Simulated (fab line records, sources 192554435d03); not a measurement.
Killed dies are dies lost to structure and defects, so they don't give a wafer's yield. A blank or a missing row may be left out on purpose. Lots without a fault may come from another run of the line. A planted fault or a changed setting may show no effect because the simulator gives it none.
fab line records | flow n5_finfet
record lots=4 wafers=12 last_day=17
route steps=1938 shown BEOL_M0_SAQP@674 BEOL_M0_CUTY@701 BEOL_M0@715 BEOL_M4@1111 PASSIVATION@1936
lots that met no fault: from a run of the same line without faults
start_h: hours from the record's first day to the start of the lot's first wafer shown | wait_h: hours since the lot's step before | " the same as in the row above | L1.1+2: a row that stands for several wafers | - no value, or no start given | * or withheld: withheld | < > ~ a bound
route shown NAME@n: a module of which the file shows steps, and the number in the route of the first | usual: mean/standard deviation of fault-free wafers | same: alike in all rows | chamber/n: place in a boat | sites: the reading at each site | _std_site: their standard deviation | _edge_site: outer sites' mean less inner sites' | radius_mm: how far each site lies from the wafer's centre | mask NAME#n: copy n | behind: the tool/chamber that last shaped the wafer | hold: why the lot was held/for how many hours/how that ended | device: the transistor (n, p or np) that didn't switch | end of line: the same wafers' tests at the end of the route | a step without rows: its recipe alone | killed: dies lost to structure and defects at the first sort, not the wafer's yield | map: a wafer's dies, x killed, . not, _ none there
set.NAME: the setting as run; set.NAME@STEP: as run at that earlier step | model.NAME: the simulator's own value behind a step, which no gauge read
lots at some steps of the route; a table a step, a row a wafer
services: from which hour (start_h, from the record's first day; less than 0 if before it) a tool's chamber was out of use, for how many hours, and why
## steps
# step N5_BEOL_M0_SAQP_STRIP_108
# recipe chemistry=N2/H2 power_w=500 temp_c=40 pressure_mtorr=50 rf_frequency_hz=6e+07 overash_fraction=0.3 bias_power_w=28 h2_frac=0.5 n2_flow_sccm=300 h2_flow_sccm=300
# step N5_BEOL_M0_SAQP_RECESS_109
# recipe chemistry=HF/NH3 target=SiO2 target_depth_a=30 afs_cycles=1 temp_c=30 sublimation_temp_c=180 sublimation_time_s=60
# step N5_BEOL_M0_SAQP_SPACER2_ALD_26
# recipe material=SiO2 target_thk_a=150 temp_c=300 ald_precursor_family=BDEAS ald_co_reactant=O2-plasma pulse_time_s=1 purge_time_s=2 co_reactant_purge_time_s=2 pressure_torr=2
# step N5_BEOL_M0_SAQP_SPACER2_ETCHBACK_27
# recipe chemistry=CHF3/O2 mode=anisotropic_etchback target=SiO2 target_depth_a=225 time_s=11.25 pressure_mtorr=30 source_w=650 bias_w=170 Ar_flow_sccm=200 CHF3_flow_sccm=50 O2_flow_sccm=5 ion_energy_ev=200
# step N5_BEOL_M0_SAQP_MANDREL2_REMOVE_110
# recipe chemistry=HBr/Cl2/O2 bt_time_s=10 target=a-Si stop_on=SiCN endpoint=OES-SiCl over_etch_frac=1 icp_w=600 bias_w=30 HBr_flow_sccm=150 Cl2_flow_sccm=80 O2_flow_sccm=5 pressure_mtorr=10
# step N5_BEOL_M0_SAQP_COAT_69
# recipe resist=SOC temp_c=250 time_s=60 spin_rpm=1500 resist_thk_nm=90
# step N5_BEOL_M0_SAQP_COAT_72
# recipe resist=SiARC temp_c=220 time_s=60 spin_rpm=1500 resist_thk_nm=15
# step N5_BEOL_M0_SAQP_COAT_87
# recipe resist=underlayer temp_c=205 time_s=60 spin_rpm=1500 resist_thk_nm=5
# step N5_BEOL_M0_SAQP_COAT_34
# recipe resist=CAR-EUV spin_rpm=1500 resist_thk_nm=30
# step N5_BEOL_M0_SAQP_EBR_36
# recipe solvent=PGMEA ebr_width_mm=1.5
# step N5_BEOL_M0_SAQP_SOFTBAKE_35
# recipe temp_c=110 time_s=60 resist=CAR-EUV
# step N5_BEOL_M0_SAQP_EXPOSE_37
# recipe mask_id=M0_CUT1 na=0.33 source_shape=annular sigma_inner=0.35 sigma_outer=0.8 polarization=unpolarized target_cd_nm=30 dose_mj=44.75
# usual exposure_dose_mJ_cm2=44.99/0.23 reticle_temp_C=22.99/0.099
# columns lot.wafer tool chamber start_h wait_h mask exposure_dose_mJ_cm2 reticle_temp_C
L650.1 euv_scanner-02 0 123.95 - M0_CUT1#0 44.69 23.04
L650.2 " 0 " " M0_CUT1#0 44.72 22.99
L650.5 " 0 " " M0_CUT1#0 44.67 22.92
L657.2 euv_scanner-02 0 161.55 - M0_CUT1#0 40.08 22.91
L657.3 " 0 " " M0_CUT1#0 40.02 23.03
L657.6 " 0 " " M0_CUT1#0 39.98 22.90
L661.3 euv_scanner-02 0 189.09 - M0_CUT1#0 41.03 22.91
L661.5 " 0 " " M0_CUT1#0 40.99 22.95
L661.6 " 0 " " M0_CUT1#0 41.03 22.84
L671.3 euv_scanner-01 0 242.82 - M0_CUT1#0 44.76 23.00
L671.5 " 0 " " M0_CUT1#0 44.66 23.07
L671.6 " 0 " " M0_CUT1#0 44.64 23.00
# step N5_BEOL_M0_SAQP_PEB_38
# recipe peb_temp_c=100 peb_time_s=60 resist=CAR-EUV
# step N5_BEOL_M0_SAQP_DEVELOP_39
# recipe develop_time_s=30 developer=TMAH resist=CAR-EUV rinse_liquid=surfactant_rinse dry=air_spin dev_temp_c=23
# step N5_BEOL_M0_SAQP_CD_MEAS_40
# recipe target_cd_nm=30 landing_energy_ev=500 detector=se_inlens
# usual cd_nm=30.02/0.27
# columns lot.wafer tool chamber start_h wait_h cd_nm
L650.1 cd_sem-03 0 124.09 - 30.50
L650.2 " 0 " " 30.31
L650.5 " 0 " " 30.14
L657.2 cd_sem-02 0 161.68 - 26.93
L657.3 " 0 " " 27.17
L657.6 " 0 " " 27.01
L661.3 cd_sem-02 0 189.21 - 27.80
L661.5 " 0 " " 27.98
L661.6 " 0 " " 28.06
L671.3 cd_sem-03 0 242.95 - 30.08
L671.5 " 0 " " 29.98
L671.6 " 0 " " 29.93
# step N5_BEOL_M0_SAQP_DESCUM_45
# recipe chemistry=O2 time_s=7 source_power_w=50 bias_power_w=20 pressure_mtorr=20 rf_frequency_hz=2.712e+07 temp_c=40 resist=CAR-EUV o2_flow_sccm=225
# usual drypump_motor_current_A=5.7/0.38 oes_product_au=0.77/0.08 rf_fwd_power_W=49.35/0.21 rf_vpp_V=243.2/1.4 showerhead_plenum_p_Torr=2.09/0.077 throttle_valve_pct=20.3/0.3
# columns lot.wafer tool chamber start_h wait_h drypump_motor_current_A oes_product_au rf_fwd_power_W rf_hours_counter_h rf_vpp_V showerhead_plenum_p_Torr throttle_valve_pct model.BEOL_M0_SAQP.cd_nm
L650.1 rie_diel-06 0 124.24 0.1 5.8 0.94 49.12 21 243.7 2.05 20.4 30.2
L650.2 " 3 " " 5.3 0.85 49.51 48 244.6 2.22 20.4 30
L650.5 " 1 " " 5.9 0.90 48.71 - 244.6 2.11 19.7 30
L657.2 rie_diel-03 2 161.97 0.2 5.2 0.76 49.32 161 241.2 1.99 19.9 27.2
L657.3 " 1 " " 6.0 0.81 49.06 80 243.4 2.20 19.9 27.2
L657.6 " 1 " " 6.0 0.81 49.16 - 244.7 2.20 19.9 27.2
L661.3 rie_diel-01 2 189.33 0.0 6.1 0.70 49.37 220 241.9 2.00 20.7 27.8
L661.5 " 2 " " 6.1 0.70 49.37 - 241.7 2.00 20.6 27.8
L661.6 " 1 " " 5.8 0.70 49.78 - 244.2 2.08 20.2 28
L671.3 rie_diel-01 1 243.07 0.0 5.8 0.68 49.51 214 243.6 2.07 20.3 30
L671.5 " 1 " " 5.8 0.69 49.17 - 243.0 2.07 20.3 30
L671.6 " 2 " " 6.1 0.69 49.44 - 241.3 2.00 20.7 29.8
# step N5_BEOL_M0_SAQP_ETCH_88
# recipe chemistry=N2/H2 target=underlayer target_depth_a=65 time_s=5.2 ion_energy_ev=200 mask_material=CAR-EUV pressure_mtorr=30 source_w=840 bias_w=150 n2_flow_sccm=200 h2_flow_sccm=200 ends=cleared
# step N5_BEOL_M0_SAQP_ETCH_73
# recipe chemistry=CF4 target=SiARC target_depth_a=195 mask_material=CAR-EUV time_s=32.5 ion_energy_ev=80 pressure_mtorr=40 source_w=545 bias_w=36 Ar_flow_sccm=100 cf4_flow_sccm=100 ends=cleared
# step N5_BEOL_M0_SAQP_CUT_ETCH_46
# recipe chemistry=N2/H2 target=SOC target_depth_a=1350 overetch_a=270 temp_c=40 time_s=202.5 ion_energy_ev=200 mask_material=SiARC pressure_mtorr=30 source_w=840 bias_w=150 n2_flow_sccm=200 h2_flow_sccm=200
# step N5_BEOL_M0_SAQP_STRIP_74
# recipe chemistry=N2/H2 temp_c=40 n2_flow_sccm=200 h2_flow_sccm=200 rf_frequency_hz=6e+07
# step N5_BEOL_M0_SAQP_STRIP_89
# recipe chemistry=N2/H2 temp_c=40 n2_flow_sccm=200 h2_flow_sccm=200 rf_frequency_hz=6e+07
# step N5_BEOL_M0_SAQP_ALD_48
# recipe material=SiO2 target_thk_a=200 temp_c=100 ald_precursor_family=BDEAS ald_co_reactant=O2-plasma pulse_time_s=1 co_reactant_pulse_time_s=1 purge_time_s=2 co_reactant_purge_time_s=2 ald_cycles=139 pressure_torr=2
# step N5_BEOL_M0_SAQP_ETCH_49
# recipe chemistry=CF4/O2 target_depth_a=370 target=SiO2 pressure_mtorr=40 source_w=535 bias_w=49 Ar_flow_sccm=100 cf4_flow_sccm=100 O2_flow_sccm=10 ion_energy_ev=100
# usual drypump_motor_current_A=5.7/0.38 oes_product_au=0.78/0.08 rf_fwd_power_W=532.8/1.6 rf_vpp_V=240/4.5 showerhead_plenum_p_Torr=2.21/0.078 throttle_valve_pct=15.80/0.26
# columns lot.wafer tool chamber start_h wait_h drypump_motor_current_A oes_product_au rf_fwd_power_W rf_hours_counter_h rf_vpp_V showerhead_plenum_p_Torr throttle_valve_pct model.BEOL_M0_SAQP.cd_nm
L650.1 rie_diel-03 2 125.05 0.3 5.2 0.78 530.1 149 238 2.12 15.49 30.4
L650.2 " 3 " " 5.9 0.71 534.4 223 244 2.27 16.24 30.2
L650.5 " 2 " " 5.2 0.77 532.1 - 238 2.12 15.47 29.8
L657.2 rie_diel-01 0 162.99 0.3 5.2 0.72 533.2 170 234 2.28 15.89 27.2
L657.3 " 2 " " 6.1 0.70 533.0 212 236 2.10 16.01 27
L657.6 " 0 " " 5.2 0.72 533.3 - 235 2.28 15.89 27
L661.3 rie_diel-06 2 190.99 0.3 5.2 0.70 530.9 210 236 2.20 16.25 27.6
L661.5 " 0 " " 5.8 0.90 531.7 - 235 2.15 15.82 27.6
L661.6 " 3 " " 5.3 0.84 534.1 - 245 2.33 15.89 28
L671.3 rie_diel-01 1 243.92 0.3 5.8 0.70 534.1 214 241 2.19 15.83 29.8
L671.5 " 1 " " 5.8 0.70 535.0 - 241 2.19 15.81 29.8
L671.6 " 2 " " 6.1 0.68 535.1 - 238 2.09 16.06 30
# step N5_BEOL_M0_SAQP_STRIP_75
# recipe chemistry=CF4 resist=SiARC power_w=300 bias_power_w=75 pressure_mtorr=50 cf4_flow_sccm=150 rf_frequency_hz=6e+07
# step N5_BEOL_M0_CUTY_COAT_50
# recipe resist=SiARC temp_c=220 time_s=60 spin_rpm=1500 resist_thk_nm=15
# step N5_BEOL_M0_CUTY_COAT_51
# recipe resist=CAR-ArF-block spin_rpm=1500 resist_thk_nm=150
# step N5_BEOL_M0_CUTY_EBR_52
# recipe solvent=PGMEA ebr_width_mm=1.5
# step N5_BEOL_M0_CUTY_SOFTBAKE_53
# recipe temp_c=110 time_s=60 resist=CAR-ArF-block
# step N5_BEOL_M0_CUTY_EXPOSE_54
# recipe mask_id=M0_ABLK na=1.35 source_shape=conventional sigma_outer=0.8 polarization=unpolarized dose_mj=36
# step N5_BEOL_M0_CUTY_PEB_55
# recipe peb_temp_c=110 peb_time_s=60 resist=CAR-ArF-block
# step N5_BEOL_M0_CUTY_DEVELOP_56
# recipe develop_time_s=30 developer=TMAH resist=CAR-ArF-block rinse_liquid=diw dry=air_spin dev_temp_c=23
# step N5_BEOL_M0_CUTY_DESCUM_61
# recipe chemistry=O2 time_s=7.9 source_power_w=50 bias_power_w=20 pressure_mtorr=20 rf_frequency_hz=2.712e+07 temp_c=40 resist=CAR-ArF-block o2_flow_sccm=225
# step N5_BEOL_M0_CUTY_ETCH_62
# recipe chemistry=CF4 target=SiARC mask_material=CAR-ArF-block time_s=58.5 ion_energy_ev=80 pressure_mtorr=40 source_w=545 bias_w=36 Ar_flow_sccm=100 cf4_flow_sccm=100 ends=cleared
# step N5_BEOL_M0_CUTY_ETCH_63
# recipe chemistry=N2/H2 target=SOC target_depth_a=827 overetch_a=165 mask_material=SiARC temp_c=40 ion_energy_ev=200 time_s=124 pressure_mtorr=30 source_w=840 bias_w=150 n2_flow_sccm=200 h2_flow_sccm=200
# step N5_BEOL_M0_CUTY_STRIP_64
# recipe chemistry=N2/H2 temp_c=40 n2_flow_sccm=200 h2_flow_sccm=200 rf_frequency_hz=6e+07
# step N5_BEOL_M0_ETCH_138
# recipe chemistry=CH3F/O2 target_depth_a=120 target=SiCN time_s=31.6 ion_energy_ev=120 pressure_mtorr=30 source_w=395 bias_w=75 Ar_flow_sccm=150 CH3F_flow_sccm=30 O2_flow_sccm=20 ends=cleared
# step N5_BEOL_M4_RC_MEAS_101
# usual DIBL_N=36.9/1.7 DIBL_P=36.7/2.1 IOFF_N=0.17/0.032 IOFF_P=0.22/0.036 ION_N=674/12 ION_P=461/7 SS_N=71.7/0.6 SS_P=73.4/0.67 VT_N=249/3.1 VT_P=-250/3.2
# columns lot.wafer tool chamber start_h wait_h DIBL_N[mV/V] DIBL_P[mV/V] IOFF_N[nA/um] IOFF_P[nA/um] ION_N[uA/um] ION_P[uA/um] SS_N[mV/dec] SS_P[mV/dec] VT_N[mV] VT_P[mV]
L650.1 prober-02 0 192.00 0.0 38.1 38.8 0.19 0.24 673 457 72.0 73.6 246 -249
L650.2 " 0 " " 36.9 36.1 0.16 0.19 673 454 71.5 73.8 251 -251
L650.5 " 0 " " 39.1 38.6 0.21 0.24 684 464 71.9 73.2 246 -247
L661.3 prober-01 0 241.18 0.3 35.9 36.4 0.16 0.22 668 464 71.4 73.7 249 -249
L661.5 " 0 " " 34.6 35.9 0.14 0.20 665 463 71.1 72.9 250 -249
L661.6 " 0 " " 38.3 38.8 0.20 0.25 690 473 72.5 73.7 246 -247
L671.3 prober-02 0 295.51 0.3 40.0 40.8 0.26 0.32 698 473 73.2 75.6 244 -245
L671.5 " 0 " " 38.0 38.5 0.20 0.27 691 468 72.0 73.5 250 -246
L671.6 " 0 " " 37.7 38.6 0.20 0.28 682 466 71.4 74.5 247 -246
# step N5_PASSIVATION_PROBE_49
# usual defect_limited_yield=91.7/1.5 killed_at_M0_to_M3=32/9.6 killed_at_M4_up=13/5.3 killed_at_contacts=12/6.8 killed_at_front_end=36/9.8 killed_at_other=4/3.1 killed_dies=98/17 killed_on_rim=13/4 killed_open=65/13 killed_short=32/8.5 sort_bin_5_function=4.9/0.93 sort_bin_6_memory=3.2/0.67 sort_bin_8_speed=0.00/0.02 sort_n_pass=1082/17 sort_yield_pct=91.7/1.4
# same gross_dies=1180 killed_at_back_side=0 sort_bin_4_leakage[%]=0
# columns lot.wafer tool chamber start_h wait_h defect_limited_yield[%] killed_at_M0_to_M3 killed_at_M4_up killed_at_contacts killed_at_front_end killed_at_other killed_dies killed_on_rim killed_open killed_short sort_bin_5_function[%] sort_bin_6_memory[%] sort_bin_8_speed[%] sort_n_pass sort_yield_pct[%]
L657.2 prober-02 - 309.93 0.1 12.0 946 12 39 40 1 1038 132 102 33 62.7 16.6 0 142 12.0
L657.3 prober-02 - 309.98 0.1 10.8 985 17 16 31 4 1053 134 72 32 63.0 17.1 0 127 10.8
L657.6 prober-02 - 310.13 0.3 11.6 964 20 21 35 3 1043 133 78 33 62.4 18.2 0 137 11.6
L661.3 prober-02 - 361.40 1.3 55.8 463 13 14 23 9 522 59 63 30 26.0 15.7 0 658 55.8
L661.5 prober-02 - 361.50 1.4 58.3 430 7 10 43 2 492 64 59 24 28.0 12.1 0 688 58.3
L661.6 prober-02 - 361.55 1.5 59.7 435 4 11 25 1 476 57 37 18 25.0 13.4 0 704 59.7
# killed by level:class
L657.2 BEOL_M0_SAQP:area_expose=902 MOL_CONTACT_COAG:geometric_particle:open=32 BEOL_M2:geometric_particle:open=12 BEOL_M0_SAQP:geometric_particle:open=10 FIN_SAQP:geometric_particle:short=9 BEOL_M0_SAQP:geometric_particle:short=8 FIN_SAQP:geometric_particle:open=7 STI_FIN_REVEAL:geometric_particle:open=7
L657.3 BEOL_M0_SAQP:area_expose=948 MOL_CONTACT_COAG:geometric_particle:open=14 BEOL_M2:geometric_particle:open=11 BEOL_M0:geometric_particle:open=8 DUMMY_GATE:geometric_particle:open=7 BEOL_M0_SAQP:geometric_particle:short=7 STI_FIN_REVEAL:geometric_particle:open=5 BEOL_M3:geometric_particle:open=4
L657.6 BEOL_M0_SAQP:area_expose=932 MOL_CONTACT_COAG:geometric_particle:open=17 STI_FIN_REVEAL:geometric_particle:open=16 BEOL_M4:geometric_particle:open=9 BEOL_M0_SAQP:geometric_particle:short=6 BEOL_M1:geometric_particle:open=6 STARTING-WAFER:geometric_particle:open=6 MOL_CONTACT_COAG:geometric_particle:short=4
L661.3 BEOL_M0_SAQP:area_expose=428 MOL_CONTACT_COAG:geometric_particle:open=12 BEOL_M2:geometric_particle:open=11 BEOL_M1:geometric_particle:open=6 BEOL_M4:geometric_particle:open=5 STI_FIN_REVEAL:geometric_particle:open=4 BEOL_M0_SAQP:geometric_particle:open=4 BEOL_M2:geometric_particle:short=4
L661.5 BEOL_M0_SAQP:area_expose=408 STI_FIN_REVEAL:geometric_particle:open=17 BEOL_M1:geometric_particle:open=7 MOL_CONTACT_COAG:geometric_particle:open=6 BEOL_M2:geometric_particle:open=6 FIN_SAQP:geometric_particle:short=4 MOL_CONTACT_COAG:geometric_particle:short=4 STARTING-WAFER:geometric_particle:open=4
L661.6 BEOL_M0_SAQP:area_expose=421 STI_FIN_REVEAL:geometric_particle:open=8 MOL_CONTACT_COAG:geometric_particle:open=6 FIN_SAQP:geometric_particle:short=5 FIN_SAQP:geometric_particle:open=5 MOL_CONTACT_COAG:geometric_particle:short=5 BEOL_M0:geometric_particle:open=4 BEOL_M2:geometric_particle:open=3
# map L657.3 (x killed, . not)
_________________xxxxxxxxxxxx________________
______________xxxxxxxxxxxxxx.xxx_____________
___________xxxxxxxx..xxxxxxxx.xxxx.__________
__________x.xxxxx.xxxxxxxxxxxxxxxxx._________
________xxxxxxx.xxxxx.xxxxxxxxxxxxxxxx_______
_______xxxxxxxxxxxxxxxxxxxxxxxxxxxxxxxx______
______x.xxxxxxxxxxxxxxx..xx.xxxxxxxx.xx._____
_____xxxxxxxxxxxxxxxxxxx.xxxxxxxxxxxxxxxx____
____xxxxxxxxxxxxxxx.x.xxxxxxxxx.xxxxxx.x.x___
___xxxxxxxxxxxxxxxxxxxxxxxxx.x..xxxxxxxxxxx__
___x.xxxxxxxxxx.xxxxxxxxxxxxxx.xxxxxxxxxxxx__
__xxx.x.x.xxxxxxx.xxxxxxxxxxxxxxxxxxxxxxxx.x_
__..xxxxxxxxxxxxx.xx.xxxxxxxxx.xxxxxxxxxxxxx_
_xxxxxxxxxxx.xx.xxxxxxxxxxxxxxxxxxxxxxxxxxxxx
_xxxxxxxxxxxxx.xxxxx.xxx.xxxxxxxx.xx.xxxxxxxx
_xxx.xxxxx.xxxxxxxxxxxxxxxxxx.xxxxxxxxxx.xxxx
_x.xxxxxx.xxxxxxxxxxxxxx....xxxxxxxxxx.xxxxxx
_xxx.xxxxx.xxx.xxxxxxxxxxxxxxxxx.xxx.xx.xx.xx
_.x.xxxxxxx.xxxxx.xxx.xxxxxxxxxxxxxxxxxxxxx.x
_xx..xxxxxxxxxxxxxxx.xxxxxxxxxxxxxxxxxxxxxxxx
_xx.xxxx.xxxxxxxxxxxx.xxxxxxxxxxx.xxxxxxxx.xx
__xx.xx.x..x.xxxx..xxxxxxxxxxxxxxxxxx.xxxxx._
__xxxxxxxxxxxxxxxxxx.xxxx.xxx.xxxxxxxxxxxxxx_
___xxxx.xxxxxxxxxxxxx.xxxx.xxxx.xx.xxxxxxxx__
___xxxxx.xxxxxxxxxxx.x.x..x.xxxx.xxxxxxxxxx__
____xxxxxxxxxxxxxxxxxxx.xxxx.xxxxxx..xxxxx___
_____xxxxxxxxxxxxxxxxxxxxxx.xxx.xxxxxxxx.____
______xxx.xx..xxxxxxxxx..xxxx.xxxxxx.x.x_____
_______xxxxxxxxxxxxxxxxxxxxxxxx.xxx.xxx______
________x.xxxxxxxxxxxxxxxxxxx.xxxxxx.x_______
__________xxxxxxxxx.xxxxxxxxxxxxxxxx_________
___________xxxxxxxxxxxx.xxxxxxx..xx__________
______________xxxxx.xxxxxxxx.xxx_____________
_________________xxxxxxxxxxxx________________
# map L661.3 (x killed, . not)
_________________...x...x....________________
______________..x...x.xx...xxxxx_____________
___________x..xx...x.x..xx..xx.xxx.__________
__________.x.x...xxxxxxxx....x.xxx.._________
________x...xxx...xx.x...x.x.x........_______
_______.xx.x.xx..xxxxxxxx.x.....x.xxx..______
______x...xx...xx.x...x..x...xx...x.xxxx_____
_____.xx...xx..x..xx.xx............x..xx.____
____.x....x.x....x..xxx.x.xx..xx..x.xxx...___
___.....x...xxxx.xxx..x.x.....xxx.xxx....x.__
___x.xxx.x.x.x.x.x..xxxxxx....x.xxxx.x.x...__
__xx..xx.x.xx..x.xxx..x.......xxx......x.x.._
__..xx.x..x..xxx.xxxx.x....xxx.x.xx.x..x.x.x_
_xxx..x.xx...xxxxx...xxx....x.x...x.xx..xx...
_.x..x...xx..x..xx....x..x...xx..x..xxx......
_.x..x.x.xx.x.xxx...xx.xx.x.x.xx.x..x..xxx..x
_.xx..x.x.xx..xxxxx....x.xx.x....xx.x.xxxxx.x
_x.xxxx.xxxxxx...x.xx..x.....x.x......x..xx.x
_.x.xxxx...xxx....xxx..xx.x..x.x..xxx.xx.....
_.x.......xx...xx...x.....x.....x..x...xx....
_xxxx...x.xx.x.x.xx....x.xxxx.x........xxxx..
__.xxxx..xx.x.xxx..x..x....xx..x.x...xx.xx.._
__......x.x.x..xxxxx.x....x..xx...xxxxx....._
___..x..xxx.xxx.xxxxx..x..x..x.x.x..xxxxxxx__
___........x.xx...xx.....x....x...xxx...xxx__
____xx.x....xx..xx.xx.x..x....xxxxx.x....x___
_____...xxx.x.xxx.x.x.x.x...xxx.xx.x.xxxx____
______x..xx....x...x..xx.x....x....xx..._____
_______xx.xx........x.xx..xxx...x.xx..x______
________.x.....x.x.xxx.x..xx.x.x.x.x.x_______
__________...x.x...x.....x.x...x.x.._________
___________......x....x.x..x..x.x..__________
______________..xxx.xx...x.x..x._____________
_________________....xx.xx.xx________________
## services
# columns tool chamber start_h hours kind
euv_scanner-01 - 102.80 1.4 repair
rie_diel-06 1 108.93 13.4 repair
euv_scanner-01 0 112.75 - calibration
euv_scanner-01 - 114.19 4.6 pm
euv_scanner-02 - 124.93 - calibration
euv_scanner-02 - 131.15 0.8 repair
euv_scanner-01 - 145.52 1.0 pm
euv_scanner-02 - 154.26 1.0 pm
euv_scanner-02 0 169.02 - calibration
rie_diel-06 0 191.26 3.2 repair
rie_diel-03 0 195.40 6.6 repair
euv_scanner-02 - 195.97 4.6 repair
euv_scanner-01 - 201.67 1.0 pm
rie_diel-06 1 206.40 12.2 repair
euv_scanner-02 - 210.41 1.0 pm
rie_diel-06 - 215.37 0.3 repair
rie_diel-03 3 218.34 1.6 repair
rie_diel-03 - 218.39 7.2 repair
rie_diel-03 3 231.56 - clean
rie_diel-03 3 231.56 - consumable_replace:focus_ring
rie_diel-03 3 231.56 15.0 scheduled_down
rie_diel-03 3 231.56 15.0 vent_cycle
euv_scanner-02 - 240.17 4.6 pm
## key
first_sign step=N5_BEOL_M0_SAQP_EXPOSE_37 reading=exposure_dose_mJ_cm2 direction=down sigmas=19 usual=44.99 struck=40.52
effect step=N5_BEOL_M0_SAQP_CD_MEAS_40 reading=cd_nm direction=down sigmas=9.3 usual=30.02 struck=27.49 through=control_loop
effect step=N5_PASSIVATION_PROBE_49 reading=killed_at_M0_to_M3 direction=up sigmas=70 usual=32 struck=704
model_effect step=N5_BEOL_M0_SAQP_DESCUM_45 value=BEOL_M0_SAQP.cd_nm without=30.03 struck=27.53
model_effect step=N5_BEOL_M0_SAQP_ETCH_49 value=BEOL_M0_SAQP.cd_nm without=29.9 struck=27.4
more_kills_born_at N5_BEOL_M0_SAQP_EXPOSE_37@euv_scanner-02=4039
met_at N5_BEOL_M0_SAQP_EXPOSE_37
struck_wafers L657.2,L657.3,L657.6,L661.3,L661.5,L661.6
later_rows_left_out L657.2,L657.3,L657.6
loop_trim step=N5_BEOL_M0_SAQP_EXPOSE_37 setting=dose lots=L661
onset_between 123.95 161.55
fault kind=process_parameter_drift tool=euv_scanner-02 chamber=- onset_h=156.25 steps=N5_BEOL_M0_SAQP_EXPOSE_37 channel=dose_mj offset=-5.2295 shape=step acts_in=these_recipes_only stated=44.75
# later_rows_left_out: the simulator's readings of these wafers behind a module that went badly wrong aren't trusted and aren't shown, but for the sort
# loop_trim: a control loop set the setting to another value than it would have without faults
